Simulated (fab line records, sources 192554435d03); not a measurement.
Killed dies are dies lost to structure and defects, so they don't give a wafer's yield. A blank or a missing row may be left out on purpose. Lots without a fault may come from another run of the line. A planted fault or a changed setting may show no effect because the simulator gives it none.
Which tool did it? | flow n5_finfet | 12 lots, 36 wafers sampled, at 1 step of a route of 1938

WHAT THE GAUGES READ, wafer by wafer
N5_BEOL_M12_INSPECT_30: inspects for defects (macro).
lot  | measured     | on                | raw_defect_count
L074 | day 11 19:10 | defect_inspect-01 | 2 0 1
L080 | day 12 15:12 | defect_inspect-02 | 4 2 4
L077 | day 12 20:42 | defect_inspect-02 | 4 2 1
L081 | day 13 20:47 | defect_inspect-02 | 2 1 4
L083 | day 14 13:06 | defect_inspect-02 | 2 1 1
L086 | day 15 08:45 | defect_inspect-02 | 4 2 7
L088 | day 15 16:17 | defect_inspect-01 | 3 1 3
L087 | day 16 02:47 | defect_inspect-01 | 1 1 0
L091 | day 16 13:53 | defect_inspect-01 | 4 4 3
L092 | day 17 00:53 | defect_inspect-01 | 4 4 3
L095 | day 17 01:39 | defect_inspect-02 | 1 1 0
L097 | day 18 21:55 | defect_inspect-01 | 2 1 1

WHICH TOOL RAN EACH LOT (tool, then ch and the chambers of the sampled wafers, then the start)
The record holds no process step before these readings.

THE ANSWER, worked out from the rows above alone
Rule: what is usual is taken from the lots themselves. Put in order of their means at a reading, lots are off if they are a third of the lots or fewer, leave a main group of 4 or more, and stand apart from it by a gap of 3 or more times the standard deviation of the main group's means; of several such gaps the widest counts. A main group whose means are all the same, to the digits that the tables above print for the reading, isn't used. A lot without any number at a reading at which 4 lots or more have one is off too. The other lots that the step has rows for count as sound.
No lot is off at any reading shown: from this, nothing can be told.

WHAT THE SIMULATOR HAD PUT IN
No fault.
